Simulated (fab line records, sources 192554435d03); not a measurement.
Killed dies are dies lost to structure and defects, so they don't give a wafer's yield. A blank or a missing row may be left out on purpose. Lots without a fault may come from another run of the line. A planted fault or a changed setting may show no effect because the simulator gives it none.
A struck lot beside a sound one | flow n5_finfet | 14 steps out of a route of 1938
Sound: wafers L867.2, L867.3, L867.4. Struck: wafer L871.6. (L871.5 of the same lot was not struck and is left out.) The cause comes at the end.
At each step with rows: each side's tool, then ch and its chambers, then its first start. Under that, the readings that differ: sound wafers | struck wafers | difference of the means | sigmas: that difference in standard deviations of wafers without a fault.
alike: readings whose means differ by less than 2 such deviations, and words and numbers that are the same on both sides. not compared: withheld readings, readings that some wafer has no value for, bounds like >300 that may hide the same value, and numbers for which the record gives no deviation and whose values overlap.
The two part at a step that has a row with sigmas, a row that says differs or no value, or rows on one side only. Numbers that don't overlap but have no deviation are shown without sigmas and don't part them. A reading that every wafer of one side lacks parts them only if that side has two wafers or more.

first, 4 steps without rows for these wafers: N5_BEOL_M6_SOFTBAKE_06 (time 60 s); N5_BEOL_M6_EXPOSE_08 (exposes mask M6); N5_BEOL_M6_PEB_09 (peb time 60 s); N5_BEOL_M6_DEVELOP_10 (develop time 30 s).
N5_BEOL_M6_CD_MEAS_11: target cd 38.5 nm.
  sound on cd_sem-01 ch 0, day 10 23:47; struck on cd_sem-03 ch 0, day 11 21:33
  alike: cd_nm
N5_BEOL_M6_OVL_MEAS_12:
  sound on overlay-01 ch 0, day 10 23:49; struck on overlay-01 ch 0, day 11 21:35
  alike: M6_OVL
N5_BEOL_M6_INSPECT_13: inspects for defects (brightfield).
  sound on defect_inspect-02, day 10 23:50; struck on defect_inspect-02, day 11 21:36
  alike: raw_defect_count
N5_BEOL_M6_DESCUM_16: chemistry O2, time 7.9 s.
  sound on rie_diel-01 ch 1,2,3, day 10 23:53; struck on rie_diel-01 ch 3, day 11 21:40
  reading      | sound             | struck | difference | sigmas
  rf_vpp_V (V) | 244.5 245.2 243.4 | 241.9  | -2.5       | -2
  alike: bias_power_w, drypump_motor_current_A, o2_flow_sccm, oes_product_au, showerhead_plenum_p_Torr, throttle_valve_pct
  not compared: rf_hours_counter_h
N5_BEOL_M6_ETCH_61: etches SiARC in CF4, target depth 45.5 nm, time 75.8 s.
  sound on rie_diel-01 ch 1,2,3, day 10 23:55; struck on rie_diel-01 ch 3, day 11 21:43
  reading               | sound             | struck | difference | sigmas
  etch_rf_on_time_s (s) | 73.0 77.8 77.7    | 72.2   | -4.0       | -2
  rf_vpp_V (V)          | 184.5 185.4 185.1 | 182.5  | -2.5       | -2
  alike: bias_w, drypump_motor_current_A, oes_product_au, showerhead_plenum_p_Torr, throttle_valve_pct
  not compared: rf_hours_counter_h
N5_BEOL_M6_ETCH_62: etches SOC in N2/H2, target depth 110 nm, overetch 22 nm, time 165 s.
  sound on rie_diel-01 ch 1,2,3, day 10 23:58; struck on rie_diel-01 ch 3, day 11 21:48
  reading             | sound             | struck | difference | sigmas
  h2_flow_sccm (sccm) | 200.0 200.5 200.0 | 198.7  | -1.5       | -3
  alike: bias_w, drypump_motor_current_A, oes_product_au, rf_vpp_V, showerhead_plenum_p_Torr, throttle_valve_pct
  not compared: rf_hours_counter_h
then, 1 step without rows for these wafers: N5_BEOL_M6_STRIP_68 (strips in N2/H2).
N5_BEOL_M6_STRIP_67: strips in CF4.
  sound on rie_diel-01 ch 1,2,3, day 11 00:07; struck on rie_diel-01 ch 3, day 11 21:53
  reading          | sound             | struck | difference | sigmas
  bias_power_w (W) | 74.86 75.40 74.96 | 74.39  | -0.68      | -3
  alike: drypump_motor_current_A, oes_product_au, rf_vpp_V, showerhead_plenum_p_Torr, throttle_valve_pct
  not compared: rf_hours_counter_h
N5_BEOL_M6_HM_OPEN_17: chemistry Cl2/BCl3, target TiN, target depth 20 nm, overetch 6 nm.
  sound on rie_metal-03 ch 0,1, day 11 00:10; struck on rie_metal-01 ch 1, day 11 22:00
  reading                                  | sound       | struck | difference | sigmas
  drypump_motor_current_A (A)              | 6.7 6.7 5.7 | 5.0    | -1.4       | -2
  model.SOC_of_BEOL_M6_COAT_59.thk_nm (nm) | 92 92 92.2  | 93.2   | +1.1       |
  alike: bcl3_flow_sccm, bias_w, he_backside_leak_sccm, oes_ar_750_au, oes_product_au, throttle_valve_pct
  not compared: rf_hours_counter_h
N5_BEOL_M6_STRIP_19: strips in O2.
  sound on rie_diel-06 ch 0,1,2, day 11 00:16; struck on rie_diel-01 ch 0, day 11 22:06
  alike: drypump_motor_current_A, o2_flow_sccm, oes_product_au, rf_vpp_V, showerhead_plenum_p_Torr, throttle_valve_pct
  not compared: rf_hours_counter_h

WHERE THEY PART
First at N5_BEOL_M6_DESCUM_16; last, within this record, at N5_BEOL_M6_HM_OPEN_17. Later steps at which nothing parts them and some readings are alike: N5_BEOL_M6_STRIP_19.

WHY: what the simulator had put in
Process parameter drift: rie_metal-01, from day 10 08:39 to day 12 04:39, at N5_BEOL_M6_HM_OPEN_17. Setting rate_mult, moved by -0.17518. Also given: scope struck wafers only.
